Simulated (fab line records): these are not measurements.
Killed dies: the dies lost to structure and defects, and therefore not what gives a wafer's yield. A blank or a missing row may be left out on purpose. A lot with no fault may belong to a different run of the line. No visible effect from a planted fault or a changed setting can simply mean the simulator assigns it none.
fab line records | flow nand_harc
record lots=12 | wafers=36 | last_day=32
route steps=1302 shown P_GATE@190 P_CONTACT@217 END@1302
lots that met no fault: taken from a fault-free run of the same line
start_h: start of the lot's first displayed wafer, in hours after the record's first day | wait_h: hours since the lot's step before | " identical to the entry in the row above | L1.1+2: a row that stands for several wafers | - no value present, or no start provided | * or withheld: withheld | < > ~ a bound
route shown NAME@n: NAME is a module with steps in the file, n the number in the route of the first one | usual: the fault-free wafers' mean and standard deviation | same: alike in all rows | chamber/n: place in a boat | sites: each site's reading | _std_site: their standard deviation | _edge_site: mean of outer sites minus mean of inner sites | radius_mm: for every site, how far away it sits from the centre of the wafer | mask NAME#n: copy n | behind: the tool/chamber that last shaped the wafer | hold: why the lot went on hold/how many hours it stayed there/how the hold came to an end | device: names the non-switching transistor (n, p or np) | end of line: the route-end tests of the same wafers | a step given without rows: its recipe and nothing more | killed: dies lost to structure and defects at the first sort, not the wafer's yield | map: a wafer's dies, marking killed ones x, the rest . and places with no die _
set.NAME: the setting the step ran with; set.NAME@STEP: the setting that earlier step ran with | model.NAME: the simulator's own value behind a step, which no gauge read
the route's steps for a sample of lots (tables are steps, rows are wafers)
services: a tool's chamber out of use, with start hour (start_h, from the record's first day; less than 0 if before it), hours out, and reason
## steps
# step NHARC_P_GATE_STRIP_76
# recipe power_w=1500 | temp_c=250 | chemistry=O2
# usual drypump_motor_current_A=5.8/0.35 | heater_power_w=366/24 | temp_c=249.99/0.15
lot.wafer | tool            | chamber | start_h | wait_h | drypump_motor_current_A | heater_power_w | rf_hours_counter_h | temp_c
L454.1    | plasma_asher-02 | 0       | 130.71  | 0.2    | 6.0                     | 354            | 9                  | 249.80
L454.5    | "               | 1       | "       | "      | 5.9                     | 364            | -                  | 250.07
L454.6    | "               | 0       | "       | "      | 6.0                     | 343            | -                  | 249.99
L456.2    | plasma_asher-01 | 1       | 156.28  | 0.2    | 5.1                     | 384            | 33                 | 249.97
L456.5    | "               | 0       | "       | "      | 6.0                     | 348            | -                  | 250.22
L456.6    | "               | 1       | "       | "      | 5.1                     | 386            | -                  | 250.12
L458.1    | plasma_asher-02 | 0       | 171.29  | 0.2    | 6.0                     | 344            | 18                 | 249.74
L458.2    | "               | 1       | "       | "      | 5.9                     | 376            | 18                 | 250.26
L458.6    | "               | 1       | "       | "      | 5.9                     | 373            | -                  | 249.96
L460.2    | plasma_asher-02 | 1       | 195.58  | 0.2    | 5.9                     | 367            | 24                 | 249.92
L460.3    | "               | 0       | "       | "      | 6.0                     | 353            | -                  | 249.79
L460.6    | "               | 0       | "       | "      | 6.0                     | 353            | -                  | 249.97
L464.1    | plasma_asher-02 | 0       | 238.87  | 0.2    | 6.0                     | 349            | 32                 | 249.82
L464.2    | "               | 1       | "       | "      | 5.9                     | 374            | 32                 | 250.08
L464.5    | "               | 0       | "       | "      | 6.0                     | 358            | -                  | 249.61
L466.1    | plasma_asher-02 | 0       | 259.50  | 0.2    | 6.0                     | 379            | 1                  | 250.07
L466.6    | "               | 0       | "       | "      | 6.0                     | 375            | -                  | 249.98
L466.5    | "               | 1       | "       | "      | 5.9                     | 391            | -                  | 250.15
L467.1    | plasma_asher-01 | 0       | 260.35  | 0.2    | 6.0                     | 333            | 17                 | 250.15
L467.2    | "               | 1       | "       | "      | 5.1                     | 388            | 17                 | 249.96
L467.4    | "               | 0       | "       | "      | 6.0                     | 320            | -                  | 250.08
L468.1    | plasma_asher-02 | 1       | 272.72  | 0.2    | 5.9                     | 398            | 3                  | 250.24
L468.2    | "               | 0       | "       | "      | 6.0                     | 363            | 3                  | 250.13
L468.5    | "               | 1       | "       | "      | 5.9                     | 403            | -                  | 250.04
L470.1    | plasma_asher-02 | 0       | 287.17  | 0.2    | 6.0                     | 369            | 6                  | 249.85
L470.4    | "               | 0       | "       | "      | 6.0                     | 375            | -                  | 249.87
L470.3    | "               | 1       | "       | "      | 5.9                     | 396            | -                  | 249.94
L471.1    | plasma_asher-01 | 1       | 302.82  | 0.2    | 5.1                     | 390            | 27                 | 250.15
L471.4    | "               | 0       | "       | "      | 6.0                     | 325            | -                  | 250.07
L471.3    | "               | 1       | "       | "      | 5.1                     | 384            | -                  | 250.13
L472.1    | plasma_asher-02 | 0       | 309.76  | 0.2    | 6.0                     | 376            | 11                 | 250.20
L472.4    | "               | 1       | "       | "      | 5.9                     | 395            | -                  | 249.87
L472.5    | "               | 0       | "       | "      | 6.0                     | 371            | -                  | 250.16
L473.1    | plasma_asher-01 | 1       | 325.23  | 0.2    | 5.1                     | 382            | 31                 | 249.93
L473.4    | "               | 0       | "       | "      | 6.0                     | 317            | -                  | 250.02
L473.5    | "               | 1       | "       | "      | 5.1                     | 394            | -                  | 249.93
# step NHARC_P_GATE_EXPOSE_88
# recipe na=0.6 | target_cd_nm=2000 | dose_mj=11.87 | mask_id=P_HVN
# usual exposure_dose_mJ_cm2=11.870/0.011
lot.wafer | tool           | chamber | start_h | wait_h | mask    | exposure_dose_mJ_cm2
L454.1    | krf_scanner-04 | 0       | 131.46  | -      | P_HVN#0 | 11.864
L454.5    | "              | 0       | "       | "      | P_HVN#0 | 11.857
L454.6    | "              | 0       | "       | "      | P_HVN#0 | 11.877
L456.2    | krf_scanner-01 | 0       | 157.04  | -      | P_HVN#0 | 11.852
L456.5    | "              | 0       | "       | "      | P_HVN#0 | 11.858
L456.6    | "              | 0       | "       | "      | P_HVN#0 | 11.866
L458.1    | krf_scanner-03 | 0       | 172.05  | -      | P_HVN#0 | 11.871
L458.2    | "              | 0       | "       | "      | P_HVN#0 | 11.873
L458.6    | "              | 0       | "       | "      | P_HVN#0 | 11.864
L460.2    | krf_scanner-01 | 0       | 196.21  | -      | P_HVN#0 | 16.125
L460.3    | "              | 0       | "       | "      | P_HVN#0 | 16.120
L460.6    | "              | 0       | "       | "      | P_HVN#0 | 16.117
L464.1    | krf_scanner-01 | 0       | 239.63  | -      | P_HVN#0 | 16.105
L464.2    | "              | 0       | "       | "      | P_HVN#0 | 16.122
L464.5    | "              | 0       | "       | "      | P_HVN#0 | 16.121
L466.1    | krf_scanner-01 | 0       | 260.27  | -      | P_HVN#0 | 16.134
L466.5    | "              | 0       | "       | "      | P_HVN#0 | 16.128
L466.6    | "              | 0       | "       | "      | P_HVN#0 | 16.133
L467.1    | krf_scanner-04 | 0       | 261.11  | -      | P_HVN#0 | 11.884
L467.2    | "              | 0       | "       | "      | P_HVN#0 | 11.871
L467.4    | "              | 0       | "       | "      | P_HVN#0 | 11.882
L468.1    | krf_scanner-04 | 0       | 273.41  | -      | P_HVN#0 | 11.864
L468.2    | "              | 0       | "       | "      | P_HVN#0 | 11.876
L468.5    | "              | 0       | "       | "      | P_HVN#0 | 11.878
L470.1    | krf_scanner-04 | 0       | 287.81  | -      | P_HVN#0 | 11.881
L470.3    | "              | 0       | "       | "      | P_HVN#0 | 11.887
L470.4    | "              | 0       | "       | "      | P_HVN#0 | 11.861
L471.1    | krf_scanner-04 | 0       | 303.58  | -      | P_HVN#0 | 11.860
L471.3    | "              | 0       | "       | "      | P_HVN#0 | 11.860
L471.4    | "              | 0       | "       | "      | P_HVN#0 | 11.866
L472.1    | krf_scanner-04 | 0       | 310.39  | -      | P_HVN#0 | 11.894
L472.4    | "              | 0       | "       | "      | P_HVN#0 | 11.878
L472.5    | "              | 0       | "       | "      | P_HVN#0 | 11.876
L473.1    | krf_scanner-03 | 0       | 325.98  | -      | P_HVN#0 | 11.867
L473.4    | "              | 0       | "       | "      | P_HVN#0 | 11.853
L473.5    | "              | 0       | "       | "      | P_HVN#0 | 11.873
# step NHARC_P_GATE_CD_MEAS_91
# recipe target_cd_nm=2000 | landing_energy_ev=500
# usual cd_nm=1999.7/1.8
lot.wafer | tool      | chamber | start_h | wait_h | cd_nm
L454.1    | cd_sem-03 | 0       | 131.62  | -      | 2002.5
L454.5    | "         | 0       | "       | "      | 1998.0
L454.6    | "         | 0       | "       | "      | 1999.5
L456.2    | cd_sem-02 | 0       | 157.19  | -      | 2000.5
L456.5    | "         | 0       | "       | "      | 2003.6
L456.6    | "         | 0       | "       | "      | 2001.2
L458.1    | cd_sem-01 | 0       | 172.21  | -      | 1999.5
L458.2    | "         | 0       | "       | "      | 1998.7
L458.6    | "         | 0       | "       | "      | 1997.2
L460.2    | cd_sem-01 | 0       | 196.36  | -      | 2056.8
L460.3    | "         | 0       | "       | "      | 2054.3
L460.6    | "         | 0       | "       | "      | 2053.6
L464.1    | cd_sem-02 | 0       | 239.79  | -      | 2052.7
L464.2    | "         | 0       | "       | "      | 2052.5
L464.5    | "         | 0       | "       | "      | 2054.7
L466.1    | cd_sem-03 | 0       | 260.44  | -      | 2052.2
L466.5    | "         | 0       | "       | "      | 2051.3
L466.6    | "         | 0       | "       | "      | 2053.6
L467.1    | cd_sem-03 | 0       | 261.26  | -      | 1999.6
L467.2    | "         | 0       | "       | "      | 2000.4
L467.4    | "         | 0       | "       | "      | 2003.0
L468.1    | cd_sem-03 | 0       | 273.57  | -      | 2001.9
L468.2    | "         | 0       | "       | "      | 2000.3
L468.5    | "         | 0       | "       | "      | 2000.9
L470.1    | cd_sem-03 | 0       | 287.97  | -      | 1997.7
L470.3    | "         | 0       | "       | "      | 1999.0
L470.4    | "         | 0       | "       | "      | 1999.3
L471.1    | cd_sem-01 | 0       | 303.75  | -      | 2001.3
L471.3    | "         | 0       | "       | "      | 1998.4
L471.4    | "         | 0       | "       | "      | 1996.9
L472.1    | cd_sem-03 | 0       | 310.54  | -      | 2000.0
L472.4    | "         | 0       | "       | "      | 2001.3
L472.5    | "         | 0       | "       | "      | 2000.3
L473.1    | cd_sem-02 | 0       | 326.14  | -      | 1998.8
L473.4    | "         | 0       | "       | "      | 1998.7
L473.5    | "         | 0       | "       | "      | 1998.6
# step NHARC_P_GATE_STRIP_113
# recipe power_w=1500 | temp_c=110 | time_s=740 | chemistry=N2/H2
# usual drypump_motor_current_A=5.7/0.4 | heater_power_w=97/7 | temp_c=110.00/0.12
# same time_s=740
lot.wafer | tool            | chamber | start_h | wait_h | drypump_motor_current_A | heater_power_w | rf_hours_counter_h | temp_c
L454.1    | plasma_asher-02 | 1       | 132.27  | 0.3    | 5.9                     | 100            | 9                  | 109.81
L454.5    | "               | 0       | "       | "      | 6.0                     | 96             | -                  | 110.20
L454.6    | "               | 1       | "       | "      | 5.9                     | 100            | -                  | 109.90
L456.2    | plasma_asher-01 | 1       | 157.84  | 0.3    | 5.1                     | 100            | 33                 | 109.86
L456.5    | "               | 0       | "       | "      | 6.0                     | 91             | -                  | 110.12
L456.6    | "               | 1       | "       | "      | 5.1                     | 100            | -                  | 110.15
L458.2    | plasma_asher-02 | 1       | 172.74  | 0.2    | 5.9                     | 99             | 19                 | 110.09
L458.1    | "               | 0       | "       | "      | 6.0                     | 92             | 19                 | 109.99
L458.6    | "               | 0       | "       | "      | 6.0                     | 93             | -                  | 109.85
L460.2    | plasma_asher-01 | 1       | 197.01  | 0.3    | 5.1                     | 104            | 3                  | 109.87
L460.3    | "               | 0       | "       | "      | 6.0                     | 86             | -                  | 110.02
L460.6    | "               | 1       | "       | "      | 5.1                     | 105            | -                  | 109.90
L464.2    | plasma_asher-01 | 0       | 240.31  | 0.2    | 6.0                     | 84             | 13                 | 109.75
L464.1    | "               | 1       | "       | "      | 5.1                     | 103            | 13                 | 110.08
L464.5    | "               | 0       | "       | "      | 6.0                     | 88             | -                  | 109.89
L466.1    | plasma_asher-02 | 0       | 261.09  | 0.3    | 6.0                     | 98             | 1                  | 109.83
L466.6    | "               | 1       | "       | "      | 5.9                     | 104            | -                  | 110.01
L466.5    | "               | 0       | "       | "      | 6.0                     | 100            | -                  | 109.99
L467.2    | plasma_asher-01 | 1       | 261.79  | 0.2    | 5.1                     | 105            | 18                 | 110.09
L467.1    | "               | 0       | "       | "      | 6.0                     | 86             | 18                 | 110.15
L467.4    | "               | 0       | "       | "      | 6.0                     | 87             | -                  | 110.06
L468.1    | plasma_asher-01 | 0       | 274.10  | 0.2    | 6.0                     | 83             | 20                 | 110.10
L468.2    | "               | 1       | "       | "      | 5.1                     | 104            | 20                 | 110.05
L468.5    | "               | 1       | "       | "      | 5.1                     | 106            | -                  | 110.05
L470.1    | plasma_asher-01 | 1       | 288.62  | 0.3    | 5.1                     | 102            | 24                 | 110.21
L470.3    | "               | 0       | "       | "      | 6.0                     | 86             | -                  | 110.14
L470.4    | "               | 1       | "       | "      | 5.1                     | 104            | -                  | 110.15
L471.1    | plasma_asher-02 | 1       | 304.28  | 0.2    | 5.9                     | 106            | 10                 | 110.10
L471.4    | "               | 1       | "       | "      | 5.9                     | 109            | -                  | 109.86
L471.3    | "               | 0       | "       | "      | 6.0                     | 101            | -                  | 109.93
L472.1    | plasma_asher-01 | 0       | 311.21  | 0.3    | 6.0                     | 87             | 28                 | 110.24
L472.4    | "               | 1       | "       | "      | 5.1                     | 105            | -                  | 110.05
L472.5    | "               | 1       | "       | "      | 5.1                     | 105            | -                  | 109.98
L473.1    | plasma_asher-01 | 0       | 326.78  | 0.3    | 6.0                     | 87             | 31                 | 109.93
L473.4    | "               | 0       | "       | "      | 6.0                     | 89             | -                  | 109.95
L473.5    | "               | 0       | "       | "      | 6.0                     | 86             | -                  | 109.99
# step NHARC_P_CONTACT_DEP_30
# recipe target_thk_a=300 | temp_c=400 | target_thk_nm=30 | flow_sccm=200 | rf_w=450 | material=SiNx
# usual heater_power_w=673/130
lot.wafer | tool     | chamber | start_h | wait_h | heater_power_w
L454.1    | pecvd-04 | 2       | 134.80  | 0.1    | 404
L454.6    | "        | 1       | "       | "      | 720
L454.5    | "        | 2       | "       | "      | 426
L456.2    | pecvd-04 | 2       | 160.69  | 0.1    | 495
L456.5    | "        | 2       | "       | "      | 500
L456.6    | "        | 0       | "       | "      | 667
L458.1    | pecvd-04 | 0       | 175.37  | 0.1    | 637
L458.2    | "        | 2       | "       | "      | 506
L458.6    | "        | 0       | "       | "      | 654
L460.2    | pecvd-02 | 2       | 199.50  | 0.1    | 533
L460.3    | "        | 1       | "       | "      | 877
L460.6    | "        | 2       | "       | "      | 519
L464.1    | pecvd-02 | 1       | 242.97  | 0.1    | 924
L464.2    | "        | 2       | "       | "      | 585
L464.5    | "        | 1       | "       | "      | 897
L466.1    | pecvd-04 | 2       | 263.62  | 0.1    | 404
L466.6    | "        | 1       | "       | "      | 722
L466.5    | "        | 0       | "       | "      | 714
L467.1    | pecvd-03 | 0       | 264.47  | 0.1    | 787
L467.2    | "        | 2       | "       | "      | 772
L467.4    | "        | 1       | "       | "      | 738
L468.1    | pecvd-02 | 2       | 276.76  | 0.1    | 538
L468.2    | "        | 0       | "       | "      | 537
L468.5    | "        | 2       | "       | "      | 554
L470.3    | pecvd-03 | 0       | 291.17  | 0.1    | 765
L470.1    | "        | 2       | "       | "      | 832
L470.4    | "        | 2       | "       | "      | 817
L471.1    | pecvd-04 | 2       | 306.90  | 0.1    | 515
L471.3    | "        | 1       | "       | "      | 782
L471.4    | "        | 1       | "       | "      | 773
L472.1    | pecvd-03 | 2       | 313.69  | 0.1    | 737
L472.5    | "        | 2       | "       | "      | 741
L472.4    | "        | 0       | "       | "      | 740
L473.1    | pecvd-04 | 1       | 329.27  | 0.1    | 669
L473.4    | "        | 1       | "       | "      | 665
L473.5    | "        | 0       | "       | "      | 687
# step NHARC_END_SORT_01
# recipe temp_c=25
# usual killed_at_array=61/20 | killed_at_other=0.9/1.1 | killed_at_periphery=3.7/2.5 | killed_dies=65/21 | killed_open=3.3/1.8 | killed_short=2.3/1.5
# same gross_dies=677
lot.wafer | tool      | chamber | start_h | wait_h | killed_at_array | killed_at_other | killed_at_periphery | killed_dies | killed_open | killed_short
L471.1    | prober-01 | 0       | 769.34  | 2.5    | 80              | 2               | 2                   | 84          | 0           | 4
L471.3    | prober-01 | 0       | 770.95  | 3.1    | 88              | 0               | 4                   | 92          | 7           | 3
L471.4    | prober-01 | 0       | 771.75  | 3.4    | 80              | 0               | 1                   | 81          | 2           | 4
# killed by level:class
L471.1 A_SLIT:chamber_film_flake=31 A_CHANNEL_HOLE_D1:chamber_film_flake=28 A_CONTACT:chamber_film_flake=9 P_ZERO_WELL:chamber_film_flake=2 A_STAIRCASE:chamber_film_flake=2 THIN_TSV:chamber_film_flake=2 A_CHANNEL_FILL_D1:chamber_film_flake=2 A_DECK1_JOINT:chamber_film_flake=2
L471.3 A_SLIT:chamber_film_flake=33 A_CHANNEL_HOLE_D1:chamber_film_flake=31 A_CONTACT:chamber_film_flake=7 P_CONTACT:geometric_particle:open=2 A_CHANNEL_HOLE_D2:geometric_particle:open=2 P_ZERO_WELL:chamber_film_flake=2 A_CHANNEL_FILL_D1:chamber_film_flake=2 A_STAIRCASE:chamber_film_flake=2
L471.4 A_CHANNEL_HOLE_D1:chamber_film_flake=35 A_SLIT:chamber_film_flake=26 A_CONTACT:chamber_film_flake=9 A_CHANNEL_FILL_D1:chamber_film_flake=2 A_STAIRCASE:chamber_film_flake=2 P_M0:geometric_particle:short=1 A_ONON_D1:geometric_particle:short=1 A_CHANNEL_FILL_D1:geometric_particle:open=1
## services
tool            | chamber | start_h | hours | kind
pecvd-04        | -       | 116.73  | 1.7   | repair
pecvd-04        | -       | 126.42  | 1.3   | repair
pecvd-03        | 1       | 131.19  | 4.5   | repair
krf_scanner-01  | -       | 140.00  | 4.0   | pm
krf_scanner-04  | -       | 142.58  | 0.4   | repair
plasma_asher-01 | -       | 165.23  | 9.0   | pm
pecvd-04        | 1       | 173.60  | 3.5   | repair
krf_scanner-04  | -       | 182.00  | 4.0   | pm
pecvd-03        | -       | 185.00  | 13.0  | pm
pecvd-04        | -       | 185.20  | 0.5   | repair
plasma_asher-01 | -       | 186.83  | 0.4   | repair
pecvd-04        | -       | 198.43  | 3.1   | repair
pecvd-03        | 2       | 219.19  | 21.8  | repair
krf_scanner-03  | -       | 224.00  | 4.0   | pm
pecvd-02        | -       | 227.10  | 13.0  | pm
krf_scanner-04  | -       | 238.85  | 0.9   | repair
pecvd-03        | 1       | 242.05  | 5.3   | repair
plasma_asher-02 | -       | 249.05  | 9.0   | pm
pecvd-03        | 2       | 254.74  | 8.9   | repair
pecvd-04        | -       | 269.00  | 13.0  | pm
pecvd-02        | -       | 280.28  | 0.9   | repair
krf_scanner-01  | -       | 312.00  | 4.0   | pm
krf_scanner-04  | -       | 324.83  | 1.1   | repair
krf_scanner-01  | -       | 329.29  | 2.2   | repair
## key
first_sign step=NHARC_P_GATE_EXPOSE_88 | reading=exposure_dose_mJ_cm2 | direction=up | sigmas=99+ | usual=11.870 | struck=16.123
effect step=NHARC_P_GATE_CD_MEAS_91 | reading=cd_nm | direction=up | sigmas=30 | usual=1999.7 | struck=2053.5
met_at NHARC_P_GATE_EXPOSE_88
struck_lots L460,L464,L466
tester_left_out L460,L464,L466
not_acting_at NHARC_P_GATE_STRIP_76,NHARC_P_GATE_STRIP_113,NHARC_P_CONTACT_DEP_30
onset_between 157.04 196.21
fault kind=process_parameter_drift | tool=krf_scanner-01 | chamber=- | onset_h=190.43 | steps=NHARC_P_GATE_EXPOSE_88 | channel=dose_mj | offset=4.2588 | shape=step | acts_in=these_recipes_only | stated=11.87
# tester_left_out: of these lots the tester's yield and bins aren't shown, on N5 and GAA mostly nor the transistor test; their killed dies are dies lost to structure and defects alone, not to doping, threshold or leakage, so they don't give the yield
